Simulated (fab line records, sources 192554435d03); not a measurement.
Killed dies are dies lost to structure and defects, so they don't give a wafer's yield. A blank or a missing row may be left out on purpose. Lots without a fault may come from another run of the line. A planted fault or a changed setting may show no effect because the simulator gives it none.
fab line records | flow n5_finfet | part 1 of 2: steps 1 to 23 of 35
record lots=5 wafers=15 last_day=17
route steps=1938 shown TV_OPEN@1890 PAD_METAL@1893 PASSIVATION@1897
lots that met no fault: from a run of the same line without faults
start_h: hours from the record's first day to the start of the lot's first wafer shown | wait_h: hours since the lot's step before | " the same as in the row above | L1.1+2: a row that stands for several wafers | - no value, or no start given | * or withheld: withheld | < > ~ a bound
route shown NAME@n: a module of which the file shows steps, and the number in the route of the first | usual: mean/standard deviation of fault-free wafers | same: alike in all rows | chamber/n: place in a boat | sites: the reading at each site | _std_site: their standard deviation | _edge_site: outer sites' mean less inner sites' | radius_mm: how far each site lies from the wafer's centre | mask NAME#n: copy n | behind: the tool/chamber that last shaped the wafer | hold: why the lot was held/for how many hours/how that ended | device: the transistor (n, p or np) that didn't switch | end of line: the same wafers' tests at the end of the route | a step without rows: its recipe alone | killed: dies lost to structure and defects at the first sort, not the wafer's yield | map: a wafer's dies, x killed, . not, _ none there
set.NAME: the setting as run; set.NAME@STEP: as run at that earlier step | model.NAME: the simulator's own value behind a step, which no gauge read
lots at some steps of the route; a table a step, a row a wafer
services: from which hour (start_h, from the record's first day; less than 0 if before it) a tool's chamber was out of use, for how many hours, and why
## steps
# step N5_PASSIVATION_ETCH_15
# recipe chemistry=CF4/N2 target=SiCN target_depth_a=750 taper_deg=2 time_s=81.2 ion_energy_ev=150 mask_material=SiNx pressure_mtorr=40 source_w=430 bias_w=70 Ar_flow_sccm=100 cf4_flow_sccm=60 n2_flow_sccm=60
# usual drypump_motor_current_A=5.9/0.39 n2_flow_sccm=60.00/0.18 oes_product_au=0.79/0.098 rf_vpp_V=382.7/1.8 showerhead_plenum_p_Torr=2.21/0.066 throttle_valve_pct=15.45/0.29
# columns lot.wafer tool chamber start_h wait_h drypump_motor_current_A n2_flow_sccm oes_product_au rf_hours_counter_h rf_vpp_V showerhead_plenum_p_Torr throttle_valve_pct
L074.1 rie_diel-01 2 - - 5.4 60.06 0.83 101 382.6 2.21 15.60
L074.4 " 0 " " 5.1 60.02 0.72 - 384.2 2.28 15.52
L074.6 " 1 " " 5.7 60.13 0.92 - 381.9 2.15 14.93
L081.1 rie_diel-01 2 - - 5.5 60.03 0.82 110 382.7 2.21 15.63
L081.4 " 3 " " 6.4 60.06 0.97 7 382.2 2.16 15.06
L081.6 " 1 " " 5.6 59.85 0.90 - 381.6 2.15 14.94
L086.2 rie_diel-02 0 - - 5.9 60.01 0.89 37 383.6 2.23 15.13
L086.5 " 0 " " 5.9 59.71 0.90 - 383.1 2.23 15.12
L086.6 " 2 " " 6.0 59.85 0.70 - 384.8 2.28 15.69
L090.3 rie_diel-01 1 - - 5.7 59.95 0.88 50 380.3 2.14 14.97
L090.4 " 3 " " 6.3 59.69 0.92 24 379.4 2.15 15.07
L090.6 " 2 " " 5.4 59.93 0.80 - 382.3 2.21 15.66
L097.1 rie_diel-02 1 - - 5.7 60.07 0.97 2 386.6 2.37 15.40
L097.3 " 0 " " 6.0 59.82 0.87 57 382.7 2.22 15.16
L097.4 " 0 " " 6.0 59.75 0.87 - 383.6 2.22 15.15
# step N5_PASSIVATION_STRIP_73
# recipe chemistry=post_etch_residue_remover time_s=60 temp_c=25 remover_ph=withheld remover_water_wt_pct=withheld remover_fluoride_wt_pct=withheld
# columns lot.wafer tool chamber start_h wait_h
L074.1+4+6 wet_bench-02 0,5,2 275.95 -
L081.1+4+6 wet_bench-02 3,0,5 299.10 -
L086.2+5+6 wet_bench-04 7,0,5 337.39 -
L090.3+4+6 wet_bench-04 2,1,5 351.26 -
L097.1+3+4 wet_bench-02 0,7,2 394.15 -
# step N5_PASSIVATION_SRD_17
# recipe time_s=30 temp_c=23 rinse_liquid=diw dry=n2_spin spin_rpm=1500 dry_time_s=30
# usual bath_heat_duty_pct=3.7/0.56
# columns lot.wafer tool chamber start_h wait_h bath_heat_duty_pct
L074.1 wet_bench-02 0 275.97 0.0 3.3
L074.4 " 5 " " 3.6
L074.6 " 2 " " 3.1
L081.1 wet_bench-02 3 299.12 0.0 3.3
L081.4 " 0 " " 2.8
L081.6 " 5 " " 4.4
L086.2 wet_bench-04 7 337.41 0.0 3.6
L086.5 " 0 " " 4.3
L086.6 " 5 " " 3.6
L090.3 wet_bench-04 2 351.28 0.0 3.0
L090.4 " 1 " " 3.6
L090.6 " 5 " " 3.5
L097.1 wet_bench-02 0 394.16 0.0 3.3
L097.3 " 7 " " 3.6
L097.4 " 2 " " 3.1
# step N5_PASSIVATION_DEGAS_18
# recipe ambient=vacuum temp_c=300 time_s=60
# usual heater_power_w=480/75 susceptor_temp_C=300.00/0.18
# columns lot.wafer tool chamber start_h wait_h heater_power_w susceptor_temp_C
L074.1 pvd_sputter-02 - 276.01 0.0 582 300.14
L074.4 " - " " 339 300.02
L074.6 " - " " 450 299.82
L081.1 pvd_sputter-02 - 300.08 0.9 333 300.21
L081.4 " - " " 444 300.20
L081.6 " - " " 580 299.94
L086.2 pvd_sputter-02 - 337.94 0.5 533 300.10
L086.5 " - " " 331 299.80
L086.6 " - " " 536 300.06
L090.3 pvd_sputter-01 - 352.31 1.0 442 299.97
L090.4 " - " " 453 299.99
L090.6 " - " " 462 299.90
L097.1 pvd_sputter-03 - 394.51 0.3 584 300.17
L097.3 " - " " 474 300.44
L097.4 " - " " 371 300.19
# step N5_PASSIVATION_PRE_CLEAN_19
# recipe gas=H2/He time_s=* temp_c=*
# usual heater_power_w=480/74 susceptor_temp_C=*
# columns lot.wafer tool chamber start_h wait_h heater_power_w susceptor_temp_C
L074.1 pvd_sputter-02 - 276.05 0.0 579 *
L074.4 " - " " 338 *
L074.6 " - " " 440 *
L081.1 pvd_sputter-02 - 300.12 0.0 341 *
L081.4 " - " " 440 *
L081.6 " - " " 585 *
L086.2 pvd_sputter-02 - 337.98 0.0 535 *
L086.5 " - " " 332 *
L086.6 " - " " 536 *
L090.3 pvd_sputter-01 - 352.35 0.0 447 *
L090.4 " - " " 458 *
L090.6 " - " " 467 *
L097.1 pvd_sputter-03 - 394.55 0.0 618 *
L097.3 " - " " 471 *
L097.4 " - " " 374 *
# step N5_PASSIVATION_SPUTTER_20
# recipe material=TaN target_thk_a=500 temp_c=25 chamber_pressure_pa=0.4
# usual susceptor_temp_C=25.00/0.12 throttle_valve_pct=30.7/1.3
# columns lot.wafer tool chamber start_h wait_h susceptor_temp_C throttle_valve_pct
L074.1 pvd_sputter-02 - 276.09 0.0 24.90 30.9
L074.4 " - " " 24.88 31.6
L074.6 " - " " 25.12 32.8
L081.1 pvd_sputter-02 - 300.16 0.0 25.29 31.6
L081.4 " - " " 24.79 32.6
L081.6 " - " " 24.89 30.8
L086.2 pvd_sputter-02 - 338.02 0.0 25.08 30.7
L086.5 " - " " 25.07 31.7
L086.6 " - " " 25.05 31.1
L090.3 pvd_sputter-01 - 352.39 0.0 24.89 30.4
L090.4 " - " " 25.02 27.9
L090.6 " - " " 24.91 30.9
L097.1 pvd_sputter-03 - 394.59 0.0 25.22 30.9
L097.3 " - " " 24.98 27.9
L097.4 " - " " 24.88 30.8
# step N5_PASSIVATION_AL_DEP_21
# recipe material=Al target_thk_a=28000 temp_c=400 time_s=170 power_w=30000 chamber_pressure_pa=0.4 gas=Ar
# usual susceptor_temp_C=399.98/0.2 throttle_valve_pct=30.7/1.3
# columns lot.wafer tool chamber start_h wait_h susceptor_temp_C throttle_valve_pct
L074.1 pvd_sputter-02 - 276.19 0.1 400.19 30.9
L074.4 " - " " 400.24 31.7
L074.6 " - " " 400.06 32.9
L081.1 pvd_sputter-02 - 300.26 0.1 400.03 31.7
L081.4 " - " " 400.01 32.8
L081.6 " - " " 400.08 30.7
L086.2 pvd_sputter-02 - 338.12 0.1 399.96 31.2
L086.5 " - " " 400.05 31.7
L086.6 " - " " 400.28 30.9
L090.3 pvd_sputter-01 - 352.49 0.1 399.69 30.5
L090.4 " - " " 399.81 28.0
L090.6 " - " " 399.83 30.7
L097.1 pvd_sputter-03 - 394.69 0.1 399.75 30.7
L097.3 " - " " 399.69 27.8
L097.4 " - " " 400.20 30.9
# step N5_PASSIVATION_HMDS_23
# recipe time_s=60 temp_c=120
# usual heater_power_total_W=196.8/2.2
# columns lot.wafer tool chamber start_h wait_h heater_power_total_W
L074.1 litho_track-02 0 276.38 0.1 195.5
L074.4 " 0 " " 198.9
L074.6 " 0 " " 196.5
L081.1 litho_track-03 0 300.45 0.1 198.1
L081.4 " 0 " " 198.8
L081.6 " 0 " " 199.0
L086.2 litho_track-02 0 338.31 0.1 195.5
L086.5 " 0 " " 196.8
L086.6 " 0 " " 198.6
L090.3 litho_track-02 0 352.68 0.1 193.8
L090.4 " 0 " " 199.7
L090.6 " 0 " " 195.7
L097.1 litho_track-02 0 394.88 0.1 199.3
L097.3 " 0 " " 194.4
L097.4 " 0 " " 195.0
# step N5_PASSIVATION_COAT_24
# recipe spin_rpm=3000 resist_thk_nm=withheld
# columns lot.wafer tool chamber start_h wait_h
L074.1+4+6 litho_track-02 0 - -
L081.1+4+6 litho_track-03 0 - -
L086.2+5+6 litho_track-02 0 - -
L090.3+4+6 litho_track-02 0 - -
L097.1+3+4 litho_track-02 0 - -
# step N5_PASSIVATION_EBR_26
# recipe solvent=PGMEA ebr_width_mm=1.5
# same ebr_width_mm=1.5
# columns lot.wafer tool chamber start_h wait_h
L074.1+4+6 litho_track-02 0 - -
L081.1+4+6 litho_track-03 0 - -
L086.2+5+6 litho_track-02 0 - -
L090.3+4+6 litho_track-02 0 - -
L097.1+3+4 litho_track-02 0 - -
# step N5_PASSIVATION_SOFTBAKE_25
# recipe temp_c=100 time_s=90
# usual heater_power_total_W=121.2/0.55
# columns lot.wafer tool chamber start_h wait_h heater_power_total_W
L074.1 litho_track-02 0 - - 121.2
L074.4 " 0 " " 119.8
L074.6 " 0 " " 119.8
L081.1 litho_track-03 0 - - 121.6
L081.4 " 0 " " 121.0
L081.6 " 0 " " 121.4
L086.2 litho_track-02 0 - - 121.8
L086.5 " 0 " " 122.2
L086.6 " 0 " " 121.1
L090.3 litho_track-02 0 - - 121.8
L090.4 " 0 " " 120.1
L090.6 " 0 " " 121.8
L097.1 litho_track-02 0 - - 121.3
L097.3 " 0 " " 120.6
L097.4 " 0 " " 121.3
# step N5_PASSIVATION_EXPOSE_27
# recipe mask_id=PAD na=0.55 source_shape=conventional sigma_outer=0.8 polarization=unpolarized defocus_nm=0 dose_mj=32.3
# columns lot.wafer tool chamber start_h wait_h mask
L074.1+4+6 krf_scanner-02 0 276.52 - PAD#0
L081.1+4+6 krf_scanner-01 0 300.56 - PAD#0
L086.2+5+6 krf_scanner-01 0 338.42 - PAD#0
L090.3+4+6 krf_scanner-02 0 352.80 - PAD#0
L097.1+3+4 krf_scanner-02 0 395.19 - PAD#0
# step N5_PASSIVATION_PEB_28
# recipe peb_temp_c=withheld peb_time_s=*
# columns lot.wafer tool chamber start_h wait_h
L074.1+4+6 litho_track-03 0 276.58 0.1
L081.1+4+6 litho_track-03 0 300.61 0.1
L086.2+5+6 litho_track-02 0 338.48 0.0
L090.3+4+6 litho_track-02 0 352.85 0.0
L097.1+3+4 litho_track-02 0 395.25 0.1
# step N5_PASSIVATION_DEVELOP_29
# recipe develop_time_s=60 rinse_liquid=diw dry=air_spin dev_temp_c=21
# columns lot.wafer tool chamber start_h wait_h
L074.1+4+6 litho_track-03 0 - -
L081.1+4+6 litho_track-03 0 - -
L086.2+5+6 litho_track-02 0 - -
L090.3+4+6 litho_track-02 0 - -
L097.1+3+4 litho_track-02 0 - -
# step N5_PASSIVATION_HARDBAKE_31
# recipe temp_c=130 time_s=120
# usual heater_power_total_W=148.1/0.95
# columns lot.wafer tool chamber start_h wait_h heater_power_total_W
L074.1 litho_track-03 0 - - 148.3
L074.4 " 0 " " 149.0
L074.6 " 0 " " 147.9
L081.1 litho_track-03 0 - - 148.3
L081.4 " 0 " " 147.3
L081.6 " 0 " " 148.7
L086.2 litho_track-02 0 - - 147.8
L086.5 " 0 " " 147.4
L086.6 " 0 " " 149.0
L090.3 litho_track-02 0 - - 149.2
L090.4 " 0 " " 147.6
L090.6 " 0 " " 148.9
L097.1 litho_track-02 0 - - 149.0
L097.3 " 0 " " 149.2
L097.4 " 0 " " 148.9
# step N5_PASSIVATION_CD_MEAS_30
# recipe target_cd_nm=4000 landing_energy_ev=500 detector=se_inlens polarity=opening
# usual cd_nm=4000.4/2.8
# columns lot.wafer tool chamber start_h wait_h cd_nm
L074.1 cd_sem-01 0 276.70 - 3998.4
L074.4 " 0 " " 4002.5
L074.6 " 0 " " 4000.0
L081.1 cd_sem-03 0 300.73 - 4001.6
L081.4 " 0 " " 3997.7
L081.6 " 0 " " 4001.1
L086.2 cd_sem-02 0 338.60 - 4003.1
L086.5 " 0 " " 3996.6
L086.6 " 0 " " 3999.0
L090.3 cd_sem-02 0 352.97 - 4003.8
L090.4 " 0 " " 4004.8
L090.6 " 0 " " 4003.3
L097.1 cd_sem-02 0 395.37 - 4000.1
L097.3 " 0 " " 3998.5
L097.4 " 0 " " 4000.6
# step N5_PASSIVATION_OVL_MEAS_63
# recipe points_per_wafer=44
# usual PAD_OVL=4/4.2
# columns lot.wafer tool chamber start_h wait_h PAD_OVL[nm]
L074.1 overlay-01 0 276.73 0.0 3
L074.4 " 0 " " 1
L074.6 " 0 " " 2
L081.1 overlay-02 0 300.76 0.0 -5
L081.4 " 0 " " -1
L081.6 " 0 " " 5
L086.2 overlay-01 0 338.62 0.0 6
L086.5 " 0 " " 11
L086.6 " 0 " " 4
L090.3 overlay-01 0 353.00 0.0 3
L090.4 " 0 " " 4
L090.6 " 0 " " 3
L097.1 overlay-01 0 395.40 0.0 7
L097.3 " 0 " " 3
L097.4 " 0 " " 2
# step N5_PASSIVATION_INSPECT_64
# recipe mode=adi inspect_instrument=macro
# usual raw_defect_count=2/1.5
# columns lot.wafer tool chamber start_h wait_h raw_defect_count
L074.1 defect_inspect-02 - 276.75 0.0 3
L074.4 " - " " 1
L074.6 " - " " 5
L081.1 defect_inspect-02 - 300.79 0.0 3
L081.4 " - " " 1
L081.6 " - " " 2
L086.2 defect_inspect-01 - 338.65 0.0 1
L086.5 " - " " 0
L086.6 " - " " 1
L090.3 defect_inspect-02 - 353.02 0.0 1
L090.4 " - " " 1
L090.6 " - " " 2
L097.1 defect_inspect-02 - 395.42 0.0 0
L097.3 " - " " 0
L097.4 " - " " 2
# step N5_PASSIVATION_DESCUM_32
# recipe chemistry=O2 time_s=7.9 source_power_w=50 bias_power_w=20 pressure_mtorr=20 rf_frequency_hz=2.712e+07 temp_c=40 o2_flow_sccm=225
# usual drypump_motor_current_A=5.6/0.59 oes_product_au=0.82/0.077 rf_vpp_V=243.6/1.3 showerhead_plenum_p_Torr=2.12/0.079 throttle_valve_pct=20.42/0.18
# columns lot.wafer tool chamber start_h wait_h drypump_motor_current_A oes_product_au rf_hours_counter_h rf_vpp_V showerhead_plenum_p_Torr throttle_valve_pct
L074.1 rie_diel-04 2 276.79 0.0 5.7 0.90 36 242.8 2.03 20.26
L074.4 " 0 " " 6.7 0.71 219 244.1 2.14 20.33
L074.6 " 0 " " 6.7 0.70 - 244.8 2.13 20.32
L081.1 rie_diel-06 0 301.16 0.4 6.2 0.92 23 243.7 2.03 20.39
L081.4 " 2 " " 5.1 0.76 - 245.1 2.21 20.34
L081.6 " 0 " " 6.2 0.91 - 243.6 2.03 20.39
L086.2 rie_diel-06 1 338.68 0.0 4.8 0.93 8 242.1 2.03 20.16
L086.5 " 2 " " 5.1 0.74 - 243.8 2.20 20.37
L086.6 " 3 " " 5.9 0.75 - 244.1 2.09 20.50
L090.3 rie_diel-06 3 353.05 0.0 5.9 0.75 168 243.0 2.09 20.52
L090.4 " 0 " " 6.2 0.88 29 243.3 2.03 20.39
L090.6 " 0 " " 6.2 0.91 - 242.7 2.03 20.41
L097.1 rie_diel-06 0 395.46 0.0 6.2 0.88 45 241.4 2.02 20.42
L097.3 " 1 " " 4.8 0.89 30 242.1 2.02 20.17
L097.4 " 3 " " 5.9 0.74 184 243.9 2.08 20.56
# step N5_PASSIVATION_AL_ETCH_33
# recipe chemistry=Cl2/BCl3 target_depth_a=28000 over_etch_frac=0.15 Cl2_flow_sccm=180 bcl3_flow_sccm=60 target=Al stop_on=TaN time_s=466.7 ion_energy_ev=100 pressure_mtorr=10 icp_w=900 bias_w=100
# usual drypump_motor_current_A=5.8/0.37 oes_product_au=0.73/0.062 throttle_valve_pct=34.08/0.23
# columns lot.wafer tool chamber start_h wait_h drypump_motor_current_A oes_product_au rf_hours_counter_h throttle_valve_pct
L074.1 rie_metal-01 1 276.88 0.1 5.6 0.82 9 34.17
L074.4 " 0 " " 5.9 0.67 - 34.01
L074.6 " 1 " " 5.5 0.80 - 34.22
L081.1 rie_metal-01 1 301.25 0.1 5.6 0.78 11 34.25
L081.4 " 1 " " 5.6 0.78 - 34.25
L081.6 " 1 " " 5.6 0.79 - 34.22
L086.2 rie_metal-03 0 338.77 0.1 5.3 0.74 33 33.84
L086.5 " 0 " " 5.3 0.74 - 33.84
L086.6 " 1 " " 5.6 0.88 - 34.29
L090.3 rie_metal-01 1 353.41 0.3 5.6 0.76 - 34.23
L090.4 " 1 " " 5.6 0.75 - 34.29
L090.6 " 1 " " 5.6 0.76 - 34.22
L097.1 rie_metal-02 0 395.54 0.1 6.6 0.71 44 33.67
L097.3 " 0 " " 6.6 0.69 - 33.71
L097.4 " 1 " " 5.8 0.72 - 34.33
# step N5_PASSIVATION_ETCH_59
# recipe chemistry=Cl2/BCl3 target=TaN target_depth_a=650 time_s=34.9 ion_energy_ev=100 pressure_mtorr=10 icp_w=900 bias_w=100 Cl2_flow_sccm=60 bcl3_flow_sccm=30
# usual drypump_motor_current_A=5.7/0.37 oes_product_au=0.80/0.068 throttle_valve_pct=20.99/0.079
# columns lot.wafer tool chamber start_h wait_h drypump_motor_current_A oes_product_au rf_hours_counter_h throttle_valve_pct
L074.1 rie_metal-01 1 277.28 0.3 5.6 0.89 9 20.94
L074.4 " 0 " " 5.9 0.73 - 20.93
L074.6 " 1 " " 5.6 0.88 - 20.96
L081.1 rie_metal-01 1 301.65 0.3 5.6 0.87 11 20.95
L081.4 " 1 " " 5.6 0.88 - 20.95
L081.6 " 1 " " 5.6 0.87 - 20.97
L086.2 rie_metal-03 0 339.17 0.3 5.3 0.81 33 20.97
L086.5 " 0 " " 5.3 0.81 - 20.96
L086.6 " 1 " " 5.6 0.95 - 21.15
L090.3 rie_metal-01 1 354.01 0.5 5.5 0.85 - 20.97
L090.4 " 1 " " 5.6 0.84 - 20.97
L090.6 " 1 " " 5.5 0.85 - 20.97
L097.1 rie_metal-02 0 395.94 0.3 6.6 0.76 45 20.92
L097.3 " 0 " " 6.6 0.76 - 20.91
L097.4 " 1 " " 5.8 0.75 - 21.09
# step N5_PASSIVATION_STRIP_34
# recipe chemistry=O2 power_w=600 temp_c=60 pressure_mtorr=30 rf_frequency_hz=6e+07 bias_power_w=0 overash_fraction=2 o2_flow_sccm=225
# usual drypump_motor_current_A=5.5/0.58 oes_product_au=0.82/0.073 rf_vpp_V=3.7/1.4 showerhead_plenum_p_Torr=2.13/0.078 throttle_valve_pct=16.66/0.16
# columns lot.wafer tool chamber start_h wait_h drypump_motor_current_A oes_product_au rf_hours_counter_h rf_vpp_V showerhead_plenum_p_Torr throttle_valve_pct
L074.1 rie_diel-05 0 277.51 0.2 4.8 0.90 27 3.2 2.25 16.64
L074.4 " 1 " " 5.3 0.88 - 3.0 2.21 16.67
L074.6 " 0 " " 4.8 0.90 - 4.3 2.25 16.71
L081.1 rie_diel-05 1 301.79 0.1 5.3 0.86 48 3.3 2.20 16.69
L081.4 " 0 " " 4.8 0.92 - 2.5 2.25 16.71
L081.6 " 2 " " 5.3 0.83 - 5.8 2.12 16.46
L086.2 rie_diel-05 1 339.29 0.1 5.3 0.82 67 3.3 2.20 16.70
L086.5 " 1 " " 5.3 0.82 - 5.1 2.20 16.71
L086.6 " 0 " " 4.8 0.87 - 3.1 2.24 16.75
L090.3 rie_diel-05 2 354.15 0.1 5.3 0.76 125 4.6 2.11 16.48
L090.4 " 1 " " 5.3 0.83 - 3.7 2.20 16.71
L090.6 " 2 " " 5.3 0.79 - 4.1 2.11 16.48
L097.1 rie_diel-06 2 396.06 0.1 5.1 0.73 175 4.0 2.20 16.69
L097.3 " 3 " " 5.9 0.74 184 3.2 2.08 16.82
L097.4 " 0 " " 6.3 0.89 45 3.8 2.03 16.66
# step N5_PASSIVATION_STRIP_51
# recipe chemistry=post_etch_residue_remover time_s=1200 temp_c=72.5
# usual bath_heat_duty_pct=15.2/1.8
# columns lot.wafer tool chamber start_h wait_h bath_heat_duty_pct
L074.1 wet_bench-06 6 277.58 - 18.6
L074.4 " 2 " " 16.4
L074.6 " 7 " " 17.4
L081.1 wet_bench-05 3 301.85 - 17.7
L081.4 " 4 " " 19.0
L081.6 " 6 " " 12.4
L086.2 wet_bench-05 0 339.35 - 14.4
L086.5 " 1 " " 13.9
L086.6 " 3 " " 17.3
L090.3 wet_bench-06 2 354.22 - 15.7
L090.4 " 0 " " 15.4
L090.6 " 6 " " 17.6
L097.1 wet_bench-03 0 396.14 - 13.5
L097.3 " 4 " " 14.1
L097.4 " 1 " " 15.0
